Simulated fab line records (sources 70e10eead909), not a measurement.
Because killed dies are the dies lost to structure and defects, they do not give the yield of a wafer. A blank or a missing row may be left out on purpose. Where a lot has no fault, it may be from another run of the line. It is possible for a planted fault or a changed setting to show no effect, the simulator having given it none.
Chamber matching | flow nand-harc | cmp-02 running NHARC_A_M0_CMP_23: 4 sister chambers
The step polishes, t overpolish 20 s, target thk 113.75 nm. 4 wafers are shown with their chamber, then 7 later ones without.

## EACH WAFER AND ITS CHAMBER
wafer  | chamber | motor-current-A (A)
L084.1 | 3       | 11.4
L084.2 | 0       | 12.4
L089.1 | 1       | 12.9
L089.2 | 2       | 13.5

## WAFERS MISSING THEIR CHAMBER
wafer  | motor-current-A (A)
L089.4 | 11.3
L088.1 | 12.5
L088.4 | 12.3
L088.6 | 12.1
L097.2 | 12.1
L097.4 | 12.4
L097.5 | 12.5

## THE CHAMBER EACH PASSED THROUGH
wafer  | from the rows above     | in truth
L089.4 | 3                       | 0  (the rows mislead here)
L088.1 | can't be placed: 0 or 1 | 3
L088.4 | 0                       | 0
L088.6 | 0                       | 0
L097.2 | 0                       | 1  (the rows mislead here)
L097.4 | 0                       | 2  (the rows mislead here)
L097.5 | can't be placed: 0 or 1 | 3
Correct placement for 2 of the 7. Can't be placed from these rows: 2 (the true chamber is among the candidates in 0). Placed wrongly: 3.
How it was worked out, from the rows above alone: a wafer's distance from a chamber is the root of the sum, over the readings, of the square of ((its reading less the chamber's mean) divided by the reading's scatter). If the next closest chamber is less than 2 further off than the closest, the wafer can't be placed; otherwise it belongs to the closest. For every chamber, the mean is computed from those of its wafers that are shown. The scatter (one wafer shown for each chamber): square how far every hidden wafer sits from the nearest shown wafer, average those squares and take the square root.
